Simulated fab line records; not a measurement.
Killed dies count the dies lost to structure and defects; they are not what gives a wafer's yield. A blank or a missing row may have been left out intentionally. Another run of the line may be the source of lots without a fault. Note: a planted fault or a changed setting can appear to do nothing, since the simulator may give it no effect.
Split-lot experiment ; flow n5-finfet ; 21 wafers read from 7 lots, route of 1938 steps

== SPLIT DETAILS ==
At N5_BEOL_M8_COAT_22 (resist thk 30 nm), the setting spin-rpm was moved away from the recipe's 1500 rpm on 7 of the 21 wafers read, by -7.3% to +10.9%. The other wafers ran this setting at the recipe's value.

== FROM THE SPLIT TO THE READING: what the file shows between them, 5 steps ==
- N5_BEOL_M8_EBR_24
- N5_BEOL_M8_SOFTBAKE_23: time 60 s
- N5_BEOL_M8_EXPOSE_25: exposes mask V7, target cd 40 nm
- N5_BEOL_M8_PEB_26: peb time 60 s
- N5_BEOL_M8_DEVELOP_27: develop time 30 s

== THE READING ==
CAR-EUV_of_BEOL_M8_COAT_22.thk-nm (the simulator's own value, which no gauge read), in nm, at N5_BEOL_M8_DESCUM_33 (chemistry O2, time 7 s). The file gives no usual value for it. Across the 14 wafers here that went through the recipe, the average is 26.1 nm and the standard deviation 0.1 nm.

wafer;tool, chamber at the split;spin-rpm as run, rpm;against the recipe;CAR-EUV_of_BEOL_M8_COAT_22.thk-nm, nm;against lot-mates on the recipe
L075.1;litho-track-01, 0;1500;recipe;26;-
L075.4;litho-track-01, 0;1583;+5.5%;25.4;-0.6
L075.6;litho-track-01, 0;1583;+5.5%;25.4;-0.6
L076.1;litho-track-04, 0;1391;-7.3%;27.4;+1.2
L076.4;litho-track-04, 0;1391;-7.3%;27.2;+1.0
L076.6;litho-track-04, 0;1500;recipe;26.2;-
L078.1;litho-track-01, 0;1500;recipe;26;-
L078.6;litho-track-01, 0;1500;recipe;26;-
L078.2;litho-track-01, 0;1645;+9.7%;24.8;-1.2
L085.1;litho-track-05, 0;1500;recipe;26;-
L085.4;litho-track-05, 0;1664;+10.9%;24.6;-1.5
L085.5;litho-track-05, 0;1500;recipe;26.2;-
L089.3;litho-track-04, 0;1558;+3.9%;25.6;-0.6
L089.5;litho-track-04, 0;1500;recipe;26.2;-
L089.6;litho-track-04, 0;1500;recipe;26.2;-
L093.4;litho-track-04, 0;1500;recipe;26.2;-
L093.5;litho-track-04, 0;1500;recipe;26.2;-
L093.6;litho-track-04, 0;1500;recipe;26.2;-
L097.3;litho-track-05, 0;1500;recipe;26;-
L097.5;litho-track-05, 0;1500;recipe;26;-
L097.6;litho-track-05, 0;1500;recipe;26;-

FIT RESULTS
A straight line over all 21 wafers: CAR-EUV_of_BEOL_M8_COAT_22.thk-nm changes by -0.144 nm for each +1% of spin-rpm; r = -0.99; the points scatter about the line by 0.11 nm.
The same after taking each lot's own level away (the mean of its wafers on the recipe; 21 wafers): -0.135 nm for each +1%; r = -0.99; scatter 0.078 nm.
On that fit, the largest move of spin-rpm shifts the reading by 1.5 nm.
From 26.00 to 26.20 nm: that is the span of the lots' own levels, equal to 2.0 times the standard deviation above.
The two slopes are in agreement: the lot-to-lot level therefore moves the slope only a little.
Check: with one of the wafers moved furthest among these (+10.9%) left out of the fit, the line predicts -1.44 nm for it against its lot-mates. It came out at -1.5 nm against them.

== OTHER SPLITS APPLIED TO THESE WAFERS ==
Before the reading, these wafers also passed through other splits. Each is held against what the fit with the lots' levels taken away leaves over:
other split on the same wafers;wafers away from the commonest value;r with CAR-EUV_of_BEOL_M8_COAT_22.thk-nm (lot level and that fit taken away)
N5_BEOL_M7_ETCH_62 source-w;10;-0.16

== THE WHOLE CHAIN: every reading that the file lists as answering this split, in the file's order ==
step;what it does;reading;change (the file's fit);r (the file's)
N5_BEOL_M8_COAT_22;resist thk 30 nm;CAR-EUV_of_BEOL_M8_COAT_22.thk-nm (the simulator's own value, which no gauge read);-0.135 nm for each +1% of the setting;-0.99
N5_BEOL_M8_DEVELOP_27;develop time 30 s;CAR-EUV_of_BEOL_M8_COAT_22.thk-nm (the simulator's own value, which no gauge read);-0.146 nm for each +1% of the setting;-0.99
N5_BEOL_M8_DESCUM_33;chemistry O2, time 7 s;CAR-EUV_of_BEOL_M8_COAT_22.thk-nm (the simulator's own value, which no gauge read);-0.134 nm for each +1% of the setting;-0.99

== THE FILE'S OWN FIT ==
CAR-EUV_of_BEOL_M8_COAT_22.thk-nm changes by -0.134 nm for each +1% of spin-rpm, r = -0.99.
